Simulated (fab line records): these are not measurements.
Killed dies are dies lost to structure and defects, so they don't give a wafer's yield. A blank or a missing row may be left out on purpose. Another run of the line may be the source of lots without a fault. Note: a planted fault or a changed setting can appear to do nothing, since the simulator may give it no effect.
Chamber matching / flow n5 finfet / 4 sister chambers for N5_BEOL_M15_ETCH_57 on rie diel-04
The step etches SOC in N2/H2, time 750 s. 4 wafers are shown with their chamber, then 7 later ones without.

## WAFERS PAIRED WITH THEIR CHAMBERS
wafer=L087.5; chamber=1; showerhead plenum p Torr (Torr)=2.72
wafer=L091.5; chamber=2; showerhead plenum p Torr (Torr)=2.31
wafer=L093.1; chamber=0; showerhead plenum p Torr (Torr)=2.48
wafer=L093.3; chamber=3; showerhead plenum p Torr (Torr)=2.43

## WAFERS WITH NO CHAMBER GIVEN
wafer=L093.6; showerhead plenum p Torr (Torr)=2.48
wafer=L092.1; showerhead plenum p Torr (Torr)=2.43
wafer=L092.2; showerhead plenum p Torr (Torr)=2.48
wafer=L092.4; showerhead plenum p Torr (Torr)=2.71
wafer=L095.4; showerhead plenum p Torr (Torr)=2.48
wafer=L095.5; showerhead plenum p Torr (Torr)=2.71
wafer=L095.6; showerhead plenum p Torr (Torr)=2.48

## CHAMBER TAKEN BY EACH
wafer=L093.6; from the rows above=0; in truth=0
wafer=L092.1; from the rows above=3; in truth=3
wafer=L092.2; from the rows above=0; in truth=0
wafer=L092.4; from the rows above=1; in truth=1
wafer=L095.4; from the rows above=0; in truth=0
wafer=L095.5; from the rows above=1; in truth=1
wafer=L095.6; from the rows above=0; in truth=0
Correct placement for 7 of the 7. Not placeable from these rows: 0. 0 placed wrongly.
How it was worked out, from the rows above alone: a wafer's distance from a chamber is the root of the sum, over the readings, of the square of ((its reading less the chamber's mean) divided by the reading's scatter). The wafer belongs to the nearest chamber; if the next one is less than 2 further off, it can't be placed. Each chamber's mean is taken over the wafers shown for it. The scatter (one wafer shown for each chamber): square how far every hidden wafer sits from the nearest shown wafer, average those squares and take the square root.
